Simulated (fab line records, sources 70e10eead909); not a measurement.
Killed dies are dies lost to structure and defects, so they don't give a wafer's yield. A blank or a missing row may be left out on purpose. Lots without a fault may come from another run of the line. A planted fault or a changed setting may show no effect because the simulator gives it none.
Which tool did it? | flow nand_harc | 12 lots, 36 wafers sampled, at 5 steps of a route of 1302

WHAT THE GAUGES READ, wafer by wafer
NHARC_P_ZERO_WELL_CD_MEAS_52: target cd 2000 nm. Usual: cd_nm 2000.1 nm, standard deviation 1.2.
lot  | measured     | on        | cd_nm (nm)           | flag
L788 | day 2 01:46  | cd_sem-01 | 2000.0 1998.9 1999.7 |
L790 | day 2 21:37  | cd_sem-01 | 1999.6 2000.1 2000.0 |
L795 | day 4 23:55  | cd_sem-03 | 2000.4 1999.9 1999.3 |
L796 | day 5 09:31  | cd_sem-01 | 1999.7 2001.3 2000.4 |
L797 | day 5 19:31  | cd_sem-03 | 2000.7 2001.6 2001.3 |
L798 | day 6 05:35  | cd_sem-01 | 2001.4 2003.1 2001.9 |
L803 | day 8 08:16  | cd_sem-01 | 1997.7 1998.1 2000.6 |
L805 | day 9 03:45  | cd_sem-02 | 1999.5 1998.4 1998.4 |
L807 | day 9 23:53  | cd_sem-02 | 1999.5 1999.0 1999.3 |
L809 | day 10 20:09 | cd_sem-01 | 1998.3 2000.6 1999.0 |
L810 | day 11 05:52 | cd_sem-02 | 2000.1 1999.1 1999.7 |
L811 | day 11 16:04 | cd_sem-03 | 2000.0 1999.8 1999.1 |

NHARC_P_STI_CD_MEAS_09: target cd 200 nm. Usual: cd_nm 199.9 nm, standard deviation 1.9.
lot  | measured     | on        | cd_nm (nm)        | flag
L788 | day 2 21:39  | cd_sem-02 | 203.1 201.7 204.6 |
L790 | day 3 16:34  | cd_sem-02 | 201.8 198.3 201.1 |
L795 | day 5 19:06  | cd_sem-01 | 202.3 201.5 200.1 |
L796 | day 6 05:51  | cd_sem-03 | 200.3 198.5 199.3 |
L797 | day 6 14:02  | cd_sem-01 | 196.4 199.3 196.6 |
L798 | day 7 00:23  | cd_sem-03 | 195.5 199.4 197.3 |
L803 | day 9 01:04  | cd_sem-01 | 201.5 200.1 197.6 |
L805 | day 9 20:13  | cd_sem-03 | 198.6 195.5 201.3 |
L807 | day 10 18:01 | cd_sem-01 | 204.0 199.6 200.4 |
L809 | day 11 13:23 | cd_sem-02 | 200.9 199.6 198.8 |
L810 | day 12 01:18 | cd_sem-03 | 199.1 201.9 200.4 |
L811 | day 12 11:56 | cd_sem-01 | 201.8 202.3 198.5 |

NHARC_END_SORT_01. Usual: killed_at_array 55, standard deviation 17; killed_at_other 1.1, standard deviation 1.4; killed_at_periphery 3.9, standard deviation 3; killed_dies 59, standard deviation 17; killed_open 3.5, standard deviation 2; killed_short 2.6, standard deviation 1.6.
lot  | measured     | on        | killed_at_array | killed_at_other | killed_at_periphery | killed_dies | killed_open | killed_short | flag
L788 | day 24 21:41 | prober-01 | 70 62 62        | 0 1 0           | 4 4 6               | 74 67 68    | 4 2 5       | 4 3 2        |
L790 | day 25 15:55 | prober-02 | 79 61 67        | 0 0 0           | 3 5 1               | 82 66 68    | 1 5 2       | 3 6 1        |
L795 | day 27 11:55 | prober-01 | 83 89 83        | 0 0 0           | 3 3 7               | 86 92 90    | 0 5 3       | 4 1 1        |
L796 | day 27 23:43 | prober-01 | 26 40 43        | 2 3 1           | 2 3 4               | 30 46 48    | 5 6 2       | 3 4 3        |
L797 | day 28 10:04 | prober-02 | 60 50 49        | 0 3 1           | 3 3 2               | 63 56 52    | 3 1 0       | 4 4 6        |
L798 | day 28 20:32 | prober-01 | 8 17 18         | 1 1 2           | 3 1 2               | 12 19 22    | 4 1 3       | 0 2 1        |
L803 | day 30 13:58 | prober-02 | 55 60 54        | 0 0 0           | 0 0 2               | 55 60 56    | 2 2 2       | 1 3 2        |
L805 | day 31 01:08 | prober-01 | 29 28 23        | 4 3 2           | 5 3 3               | 38 34 28    | 3 2 8       | 7 2 2        |
L807 | day 32 20:22 | prober-01 | 61 76 82        | 0 0 0           | 7 1 5               | 68 77 87    | 2 2 4       | 2 0 2        |
L809 | day 33 11:46 | prober-02 | 53 52 55        | 0 1 3           | 3 11 11             | 56 64 69    | 2 1 4       | 2 3 5        |
L810 | day 33 20:57 | prober-01 | 68 58 57        | 4 1 0           | 2 5 1               | 74 64 58    | 4 0 3       | 0 3 2        |
L811 | day 33 20:11 | prober-02 | 61 53 54        | 0 2 2           | 5 3 3               | 66 58 59    | 5 4 3       | 1 1 3        |

WHICH TOOL RAN EACH LOT (tool, then ch and the chambers of the sampled wafers, then the start)
lot  | NHARC_P_ZERO_WELL_ETCH_62                     | NHARC_P_ZERO_WELL_ETCH_63
L788 | rie_diel-12 ch 0,1, day 1 21:40 or earlier    | rie_si-06 ch 0,2, day 1 21:40
L790 | rie_diel-08 ch 0,1,2, day 2 17:39 or earlier  | rie_si-04 ch 1,3, day 2 17:39
L795 | rie_diel-12 ch 0,1,2, day 4 19:43 or earlier  | rie_si-06 ch 1,2,3, day 4 19:43
L796 | rie_diel-08 ch 1,3, day 5 05:33 or earlier    | rie_si-04 ch 0,1,3, day 5 05:33
L797 | rie_diel-12 ch 0,2,3, day 5 15:32 or earlier  | rie_si-02 ch 2,3, day 5 15:32
L798 | rie_diel-11 ch 0,3, day 6 01:40 or earlier    | rie_si-04 ch 0,1,2, day 6 01:40
L803 | rie_diel-12 ch 0,1, day 8 04:04 or earlier    | rie_si-02 ch 2,3, day 8 04:04
L805 | rie_diel-11 ch 0,3, day 8 23:41 or earlier    | rie_si-02 ch 1,2,3, day 8 23:41
L807 | rie_diel-08 ch 0,1,3, day 9 19:40 or earlier  | rie_si-04 ch 0,2,3, day 9 19:40
L809 | rie_diel-11 ch 0,2,3, day 10 15:40 or earlier | rie_si-02 ch 1,2,3, day 10 15:40
L810 | rie_diel-11 ch 0,1,3, day 11 01:40 or earlier | rie_si-04 ch 0,2, day 11 01:40
L811 | rie_diel-08 ch 1,2,3, day 11 11:58 or earlier | rie_si-04 ch 0,1,3, day 11 11:58
- NHARC_P_ZERO_WELL_ETCH_62: etches the open film in CHF3/Ar, target depth 13 nm, time 6.5 s.
- NHARC_P_ZERO_WELL_ETCH_63: etches the open film in HBr/Cl2, target depth 120 nm, time 40.1 s.

WHAT THE TOOLS THEMSELVES READ (means of the sampled wafers that have a number; where no wafer has one, the mark that the record gives instead)
NHARC_P_ZERO_WELL_ETCH_62. Usual: chamber_pressure_mTorr 24.998 mTorr, standard deviation 0.023; chf3_flow_sccm 50.01 sccm, standard deviation 0.17; drypump_motor_current_A 5.7 A, standard deviation 0.46; mfc_ar_sccm 200.0 sccm, standard deviation 0.58; oes_product_au 0.962 a.u., standard deviation 0.014; rf_vpp_V 369.7 V, standard deviation 2.3; showerhead_plenum_p_Torr 2.30 Torr, standard deviation 0.1; throttle_valve_pct 20.217 %, standard deviation 0.0093.
lot  | tool        | chamber_pressure_mTorr (mTorr) | chf3_flow_sccm (sccm) | drypump_motor_current_A (A) | mfc_ar_sccm (sccm) | oes_product_au (a.u.) | rf_vpp_V (V) | showerhead_plenum_p_Torr (Torr) | throttle_valve_pct (%) | flag
L788 | rie_diel-12 | 24.992                         | 50.03                 | 5.6                         | 199.5              | 0.983                 | 371.0        | 2.39                            | 20.219                 |
L790 | rie_diel-08 | 24.995                         | 49.95                 | 5.6                         | 200.3              | 0.975                 | 368.7        | 2.27                            | 20.220                 |
L795 | rie_diel-12 | 24.988                         | 50.15                 | 5.8                         | 199.9              | 0.948                 | 370.1        | 2.31                            | 20.216                 |
L796 | rie_diel-08 | 24.995                         | 50.09                 | 5.8                         | 199.7              | 0.964                 | 367.8        | 2.24                            | 20.213                 |
L797 | rie_diel-12 | 24.983                         | 50.00                 | 6.1                         | 200.0              | 0.965                 | 370.5        | 2.35                            | 20.220                 |
L798 | rie_diel-11 | 24.995                         | 50.01                 | 5.4                         | 200.1              | 0.977                 | 369.9        | 2.28                            | 20.219                 |
L803 | rie_diel-12 | 25.009                         | 49.86                 | 5.6                         | 200.4              | 0.945                 | 370.3        | 2.37                            | 20.222                 |
L805 | rie_diel-11 | 24.982                         | 49.92                 | 5.4                         | 200.0              | 0.959                 | 369.4        | 2.27                            | 20.226                 |
L807 | rie_diel-08 | 25.003                         | 49.96                 | 5.4                         | 199.8              | 0.961                 | 370.2        | 2.33                            | 20.219                 |
L809 | rie_diel-11 | 24.986                         | 50.07                 | 5.8                         | 199.9              | 0.966                 | 368.9        | 2.25                            | 20.205                 |
L810 | rie_diel-11 | 24.992                         | 50.10                 | 5.5                         | 199.9              | 0.975                 | 370.4        | 2.33                            | 20.214                 |
L811 | rie_diel-08 | 25.021                         | 49.93                 | 6.0                         | 200.2              | 0.937                 | 368.5        | 2.27                            | 20.210                 |

NHARC_P_ZERO_WELL_ETCH_63. Usual: chamber_pressure_mTorr 15.001 mTorr, standard deviation 0.014; drypump_motor_current_A 5.9 A, standard deviation 0.45; oes_product_au 1.000 a.u., standard deviation 0.0082; throttle_valve_pct 26.406 %, standard deviation 0.0081.
lot  | tool      | chamber_pressure_mTorr (mTorr) | drypump_motor_current_A (A) | oes_product_au (a.u.) | throttle_valve_pct (%) | flag
L788 | rie_si-06 | 15.006                         | 5.4                         | 1.000                 | 26.408                 |
L790 | rie_si-04 | 14.997                         | 5.7                         | 1.010                 | 26.406                 |
L795 | rie_si-06 | 15.011                         | 5.6                         | 1.002                 | 26.401                 |
L796 | rie_si-04 | 15.012                         | 6.1                         | 0.832                 | 26.403                 | OFF
L797 | rie_si-02 | 14.998                         | 5.9                         | 1.000                 | 26.409                 |
L798 | rie_si-04 | 14.993                         | 6.2                         | 0.840                 | 26.398                 | OFF
L803 | rie_si-02 | 14.987                         | 6.0                         | 1.007                 | 26.409                 |
L805 | rie_si-02 | 15.018                         | 5.8                         | 0.998                 | 26.402                 |
L807 | rie_si-04 | 14.995                         | 6.1                         | 0.997                 | 26.401                 |
L809 | rie_si-02 | 14.999                         | 5.8                         | 0.995                 | 26.404                 |
L810 | rie_si-04 | 14.999                         | 6.4                         | 0.994                 | 26.403                 |
L811 | rie_si-04 | 15.009                         | 6.1                         | 1.000                 | 26.405                 |

THE ANSWER, worked out from the rows above alone
Rule: a lot is off if the mean of its wafers that have a number lies more than 3 standard deviations from the usual mean. A lot without any number at a reading at which 4 lots or more have one is off too. The other lots that the step has rows for count as sound. The gauges are gone through in route order, then the tools' own readings, and for those a lot's mean is taken as printed above. The first step at which some lot is off is used, and at that step the reading that is off furthest; a lot without a number counts as furthest.
Off: L796, L798, at NHARC_P_ZERO_WELL_ETCH_63 (oes_product_au).
A tool fits if, at that step or a process step before it, it ran every lot that is off, and no sound lot after the first of them. NHARC_P_ZERO_WELL_ETCH_62 gives no start for some lots, so the hours and the order of its lots are those of NHARC_P_ZERO_WELL_ETCH_63. None of those tried fits.

WHAT THE SIMULATOR HAD PUT IN
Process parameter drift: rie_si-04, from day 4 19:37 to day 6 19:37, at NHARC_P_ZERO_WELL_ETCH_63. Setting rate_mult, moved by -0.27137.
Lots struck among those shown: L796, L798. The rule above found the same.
